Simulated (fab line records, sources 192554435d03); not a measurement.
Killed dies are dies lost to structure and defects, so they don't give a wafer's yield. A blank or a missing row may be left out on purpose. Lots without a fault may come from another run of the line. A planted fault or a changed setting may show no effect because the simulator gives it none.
A sampling plan put to the test | flow n5_finfet | one fab line, 35 faults that these records tell of, each judged on the records of the lots that it struck; 3 more are left out, because the records don't allow judging them
The plan is the line's own looks: the steps of the route at which a gauge or an inspection reads the wafer and doesn't change it. A look can be judged if struck wafers have a number there and the file gives its usual mean and standard deviation on fault-free wafers. Caught: at a look after the fault's first step, the mean of the struck wafers lies 4 or more of those standard deviations (sigma) from the usual mean. On the tool: the same test on the tool's own readings at the fault's steps. Another recipe on the struck wafers, or a record that is blank for them alone, also counts as caught.

THE FAULTS, as the simulator had put them in
1. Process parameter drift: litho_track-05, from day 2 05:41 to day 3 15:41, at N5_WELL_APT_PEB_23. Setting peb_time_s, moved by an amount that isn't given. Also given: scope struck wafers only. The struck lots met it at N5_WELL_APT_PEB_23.
2. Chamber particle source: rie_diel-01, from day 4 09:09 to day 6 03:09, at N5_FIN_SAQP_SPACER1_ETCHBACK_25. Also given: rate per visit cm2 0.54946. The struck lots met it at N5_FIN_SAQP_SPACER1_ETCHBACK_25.
3. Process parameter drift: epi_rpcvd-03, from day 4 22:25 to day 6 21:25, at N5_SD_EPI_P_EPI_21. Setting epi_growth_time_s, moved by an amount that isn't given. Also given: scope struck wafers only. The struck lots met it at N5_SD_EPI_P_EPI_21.
4. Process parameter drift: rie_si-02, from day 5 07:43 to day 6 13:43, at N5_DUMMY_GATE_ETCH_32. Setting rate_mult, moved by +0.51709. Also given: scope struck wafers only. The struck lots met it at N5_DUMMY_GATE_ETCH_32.
5. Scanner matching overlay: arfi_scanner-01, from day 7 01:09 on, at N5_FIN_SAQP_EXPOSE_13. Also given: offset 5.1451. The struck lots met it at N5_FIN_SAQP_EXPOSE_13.
6. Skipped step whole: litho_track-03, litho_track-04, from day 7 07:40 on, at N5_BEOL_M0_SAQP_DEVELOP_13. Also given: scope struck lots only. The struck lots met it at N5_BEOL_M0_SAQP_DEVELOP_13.
7. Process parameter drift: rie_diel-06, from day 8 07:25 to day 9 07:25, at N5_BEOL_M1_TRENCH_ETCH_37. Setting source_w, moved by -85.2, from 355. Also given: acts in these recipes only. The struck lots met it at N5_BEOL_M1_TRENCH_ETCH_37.
8. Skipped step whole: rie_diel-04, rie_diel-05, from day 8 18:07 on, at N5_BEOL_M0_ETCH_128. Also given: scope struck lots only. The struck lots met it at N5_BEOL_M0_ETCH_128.
9. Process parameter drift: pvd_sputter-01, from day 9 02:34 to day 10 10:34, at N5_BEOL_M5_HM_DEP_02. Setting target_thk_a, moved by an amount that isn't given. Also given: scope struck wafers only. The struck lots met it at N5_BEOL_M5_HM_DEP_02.
10. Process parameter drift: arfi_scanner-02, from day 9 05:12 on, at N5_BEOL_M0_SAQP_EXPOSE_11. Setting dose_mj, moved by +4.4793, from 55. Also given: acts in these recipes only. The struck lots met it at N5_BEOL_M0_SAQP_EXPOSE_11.
11. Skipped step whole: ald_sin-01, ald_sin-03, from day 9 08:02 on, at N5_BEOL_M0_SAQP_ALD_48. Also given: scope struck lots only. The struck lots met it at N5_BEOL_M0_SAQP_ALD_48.
12. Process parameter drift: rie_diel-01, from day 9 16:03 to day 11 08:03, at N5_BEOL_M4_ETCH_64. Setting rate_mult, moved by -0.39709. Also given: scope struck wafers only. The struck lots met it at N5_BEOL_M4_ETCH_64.
13. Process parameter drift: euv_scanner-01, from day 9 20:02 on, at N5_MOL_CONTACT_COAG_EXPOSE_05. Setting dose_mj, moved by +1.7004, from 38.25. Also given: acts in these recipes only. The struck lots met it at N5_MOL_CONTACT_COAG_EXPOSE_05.
14. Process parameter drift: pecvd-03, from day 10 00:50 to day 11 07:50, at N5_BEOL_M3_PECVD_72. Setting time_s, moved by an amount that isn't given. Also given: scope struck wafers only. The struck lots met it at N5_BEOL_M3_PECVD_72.
15. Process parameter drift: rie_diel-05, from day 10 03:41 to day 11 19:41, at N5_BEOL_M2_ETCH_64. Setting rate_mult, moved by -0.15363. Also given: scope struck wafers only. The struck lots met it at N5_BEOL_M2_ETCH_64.
16. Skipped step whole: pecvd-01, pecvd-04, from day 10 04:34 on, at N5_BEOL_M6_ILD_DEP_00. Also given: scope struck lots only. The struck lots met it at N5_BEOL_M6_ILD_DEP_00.
17. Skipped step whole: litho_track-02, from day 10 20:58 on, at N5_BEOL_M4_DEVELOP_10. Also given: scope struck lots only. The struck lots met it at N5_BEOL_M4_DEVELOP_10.
18. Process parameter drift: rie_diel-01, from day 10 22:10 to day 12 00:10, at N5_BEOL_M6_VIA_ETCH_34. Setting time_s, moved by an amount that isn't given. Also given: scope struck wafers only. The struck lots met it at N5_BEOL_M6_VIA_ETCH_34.
19. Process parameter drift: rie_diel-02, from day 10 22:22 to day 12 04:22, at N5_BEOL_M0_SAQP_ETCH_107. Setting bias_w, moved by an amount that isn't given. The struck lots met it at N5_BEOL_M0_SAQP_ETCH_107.
20. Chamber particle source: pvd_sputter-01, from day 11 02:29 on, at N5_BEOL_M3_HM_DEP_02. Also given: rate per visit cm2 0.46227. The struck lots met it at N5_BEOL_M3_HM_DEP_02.
21. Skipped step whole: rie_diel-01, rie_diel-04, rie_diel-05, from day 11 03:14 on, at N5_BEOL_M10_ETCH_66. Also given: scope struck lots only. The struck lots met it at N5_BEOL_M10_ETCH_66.
22. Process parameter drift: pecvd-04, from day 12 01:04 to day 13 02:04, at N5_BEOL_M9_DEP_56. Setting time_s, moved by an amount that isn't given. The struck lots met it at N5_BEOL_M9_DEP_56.
23. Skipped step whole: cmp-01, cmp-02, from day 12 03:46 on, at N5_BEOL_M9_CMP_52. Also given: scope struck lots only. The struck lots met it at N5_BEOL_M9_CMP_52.
24. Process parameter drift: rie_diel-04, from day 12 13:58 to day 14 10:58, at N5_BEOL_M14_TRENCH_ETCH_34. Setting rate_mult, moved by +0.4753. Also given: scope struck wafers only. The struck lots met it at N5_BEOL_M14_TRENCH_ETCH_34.
25. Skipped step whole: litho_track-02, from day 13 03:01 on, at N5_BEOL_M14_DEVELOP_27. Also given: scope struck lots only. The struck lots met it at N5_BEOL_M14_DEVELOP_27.
26. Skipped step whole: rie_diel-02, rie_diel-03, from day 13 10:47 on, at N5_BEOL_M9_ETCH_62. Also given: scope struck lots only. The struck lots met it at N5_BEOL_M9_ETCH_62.
27. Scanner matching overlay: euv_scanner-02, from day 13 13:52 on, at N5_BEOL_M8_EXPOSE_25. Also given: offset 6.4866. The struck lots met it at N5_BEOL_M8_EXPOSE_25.
28. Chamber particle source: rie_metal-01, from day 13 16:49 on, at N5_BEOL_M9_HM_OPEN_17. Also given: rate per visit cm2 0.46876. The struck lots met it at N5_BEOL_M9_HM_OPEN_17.
29. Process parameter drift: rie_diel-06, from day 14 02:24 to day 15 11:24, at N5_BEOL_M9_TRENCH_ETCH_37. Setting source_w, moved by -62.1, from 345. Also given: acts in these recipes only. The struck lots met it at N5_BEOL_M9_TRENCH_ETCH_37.
30. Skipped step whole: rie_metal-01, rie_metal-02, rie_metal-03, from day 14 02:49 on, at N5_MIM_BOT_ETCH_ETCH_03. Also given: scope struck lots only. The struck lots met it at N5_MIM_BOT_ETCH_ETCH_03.
31. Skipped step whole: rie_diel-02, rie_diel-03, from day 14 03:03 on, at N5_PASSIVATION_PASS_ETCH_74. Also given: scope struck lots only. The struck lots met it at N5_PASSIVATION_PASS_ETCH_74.
32. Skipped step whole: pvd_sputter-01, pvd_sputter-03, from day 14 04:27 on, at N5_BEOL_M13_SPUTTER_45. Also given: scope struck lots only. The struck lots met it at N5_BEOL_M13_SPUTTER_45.
33. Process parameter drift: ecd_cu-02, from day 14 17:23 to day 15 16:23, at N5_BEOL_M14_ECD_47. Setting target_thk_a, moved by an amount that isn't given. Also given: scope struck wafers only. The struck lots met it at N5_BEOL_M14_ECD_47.
34. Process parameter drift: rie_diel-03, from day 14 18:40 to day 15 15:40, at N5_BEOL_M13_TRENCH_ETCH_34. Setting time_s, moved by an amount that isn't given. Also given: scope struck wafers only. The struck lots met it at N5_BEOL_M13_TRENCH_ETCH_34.
35. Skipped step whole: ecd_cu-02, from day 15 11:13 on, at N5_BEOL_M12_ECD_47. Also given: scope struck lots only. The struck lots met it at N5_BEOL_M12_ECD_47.

WHAT THE PLAN SAW
fault | on the tool itself                               | first look that catches it                      | reading, sigma                                             | median hours from its first step to that look | hours from the fault's start to the first struck lot there | judged looks passed uncaught
1     | no reading that can be judged                    | none of the 3 looks that can be judged after it | strongest: cd_nm at N5_WELL_APT_CD_MEAS_25, +2.9           | -                                             | -                                                          | 3
2     | under 2 sigma                                    | N5_FIN_SAQP_INSPECT_40                          | raw_defect_count +5.5                                      | 2.5                                           | 6                                                          | 0
3     | no reading that can be judged                    | N5_SD_EPI_P_EPI_MEAS_23                         | thk_nm -4.1                                                | 1.0                                           | 7                                                          | 0
4     | oes_product_au +12 sigma                         | not the one look that can be judged after it    | -                                                          | -                                             | -                                                          | 1
5     | no reading that can be judged                    | N5_FIN_SAQP_OVL_MEAS_17                         | FIN_CORE_OVL +5.1                                          | 0.2                                           | 3                                                          | 0
6     | no reading that can be judged                    | no look after it can be judged                  | -                                                          | -                                             | -                                                          | 0
7     | rf_fwd_power_W -42 sigma                         | N5_BEOL_M1_OCD_MEAS_38                          | trench_depth_nm -4.3                                       | 0.2                                           | 8                                                          | 0
8     | the tool's record is blank for the struck wafers | no look after it can be judged                  | -                                                          | -                                             | -                                                          | 0
9     | under 2 sigma                                    | no look after it can be judged                  | -                                                          | -                                             | -                                                          | 0
10    | exposure_dose_mJ_cm2 +75 sigma                   | N5_BEOL_M0_SAQP_CD_MEAS_14                      | cd_nm -4.9                                                 | 0.1                                           | 4                                                          | 0
11    | the tool's record is blank for the struck wafers | no look after it can be judged                  | -                                                          | -                                             | -                                                          | 0
12    | under 2 sigma                                    | N5_BEOL_M4_OCD_MEAS_38                          | trench_depth_nm -26                                        | 2.7                                           | 9                                                          | 2
13    | exposure_dose_mJ_cm2 +40 sigma                   | none of the 2 looks that can be judged after it | strongest: cd_nm at N5_MOL_CONTACT_COAG_CD_MEAS_08, +2.5   | -                                             | -                                                          | 2
14    | under 2 sigma                                    | not the one look that can be judged after it    | -                                                          | -                                             | -                                                          | 1
15    | under 2 sigma                                    | not the one look that can be judged after it    | -                                                          | -                                             | -                                                          | 1
16    | the tool's record is blank for the struck wafers | no look after it can be judged                  | -                                                          | -                                             | -                                                          | 0
17    | no reading that can be judged                    | no look after it can be judged                  | -                                                          | -                                             | -                                                          | 0
18    | run_length_s -16 sigma                           | no look after it can be judged                  | -                                                          | -                                             | -                                                          | 0
19    | bias_w +67 sigma                                 | not the one look that can be judged after it    | -                                                          | -                                             | -                                                          | 1
20    | under 2 sigma                                    | none of the 6 looks that can be judged after it | strongest: raw_defect_count at N5_BEOL_M3_INSPECT_13, +3.4 | -                                             | -                                                          | 6
21    | the tool's record is blank for the struck wafers | no look after it can be judged                  | -                                                          | -                                             | -                                                          | 0
22    | under 2 sigma                                    | not the one look that can be judged after it    | -                                                          | -                                             | -                                                          | 1
23    | the tool's record is blank for the struck wafers | N5_BEOL_M9_THK_MEAS_53                          | M9_THK +57                                                 | 0.3                                           | 3                                                          | 0
24    | only faintly: oes_product_au +3.7 sigma          | N5_BEOL_M14_OCD_MEAS_35                         | trench_depth_nm +19                                        | 0.2                                           | 14                                                         | 0
25    | no reading that can be judged                    | no look after it can be judged                  | -                                                          | -                                             | -                                                          | 0
26    | the tool's record is blank for the struck wafers | no look after it can be judged                  | -                                                          | -                                             | -                                                          | 0
27    | no reading that can be judged                    | N5_BEOL_M8_OVL_MEAS_29                          | V7_OVL +9.5                                                | 0.2                                           | 5                                                          | 1
28    | under 2 sigma                                    | none of the 2 looks that can be judged after it | strongest: raw_defect_count at N5_BEOL_M9_INSPECT_30, +2.9 | -                                             | -                                                          | 2
29    | rf_fwd_power_W -36 sigma                         | none of the 3 looks that can be judged after it | strongest: M9_RS at N5_BEOL_M9_RS_MEAS_57, +3.8            | -                                             | -                                                          | 3
30    | the tool's record is blank for the struck wafers | no look after it can be judged                  | -                                                          | -                                             | -                                                          | 0
31    | the tool's record is blank for the struck wafers | no look after it can be judged                  | -                                                          | -                                             | -                                                          | 0
32    | the tool's record is blank for the struck wafers | N5_BEOL_M13_RS_MEAS_54                          | M13_RS +99 or beyond                                       | 1.1                                           | 3                                                          | 0
33    | no reading that can be judged                    | not the one look that can be judged after it    | -                                                          | -                                             | -                                                          | 1
34    | only faintly: mfc_ar_sccm +2.4 sigma             | N5_BEOL_M13_OCD_MEAS_35                         | trench_depth_nm -17                                        | 0.2                                           | 4                                                          | 0
35    | no reading that can be judged                    | no look after it can be judged                  | -                                                          | -                                             | -                                                          | 0
A dash: the fault isn't caught, or these records don't give the number.

Caught at a look: 11 of 35. Caught on the tool: 16 of 35. By one or the other: 23 of 35.
Caught on the tool alone: faults 4, 8, 11, 13, 16, 18, 19, 21, 26, 29, 30, 31.
Caught at a look alone: faults 2, 3, 5, 12, 24, 27, 34.
Caught by neither: faults 1, 6, 9, 14, 15, 17, 20, 22, 25, 28, 33, 35.

THINNER SAMPLING
If the look that catches a fault measured only every second or every third lot, by lot number, the first struck lot would be measured this late in the worst case:
fault | struck lots at that look, in order of time | every lot | every second lot | every third lot
2     | L854, L858                                 | 6 h       | may miss all 2   | may miss all 2
3     | L321, L323, L328                           | 7 h       | 47 h             | 47 h
5     | L316, L317, L318                           | 3 h       | 8 h              | 18 h
7     | L672, L673                                 | 8 h       | 17 h             | may miss all 2
10    | L758, L759                                 | 4 h       | 9 h              | may miss all 2
12    | L259, L261                                 | 9 h       | may miss all 2   | may miss all 2
23    | L604, L605                                 | 3 h       | 4 h              | may miss all 2
24    | L634, L638                                 | 14 h      | may miss all 2   | may miss all 2
27    | L463, L462                                 | 5 h       | 11 h             | may miss all 2
32    | L708, L709                                 | 3 h       | 16 h             | may miss all 2
34    | L567                                       | 4 h       | may miss it      | may miss it
Hours are from the fault's start to the first struck lot that is measured. The limit of 4 sigma was tested on all struck wafers together, so one lot alone may lie under it. Other struck lots may not be in these records.

THE LONGEST TIMED WAY FROM STEP TO LOOK
Fault 12: a median of 2.7 hours passes between N5_BEOL_M4_ETCH_64 and N5_BEOL_M4_OCD_MEAS_38. The looks between them that can be judged stayed within 4 sigma: N5_BEOL_M4_CD_MEAS_18, N5_BEOL_M4_OVL_MEAS_29.
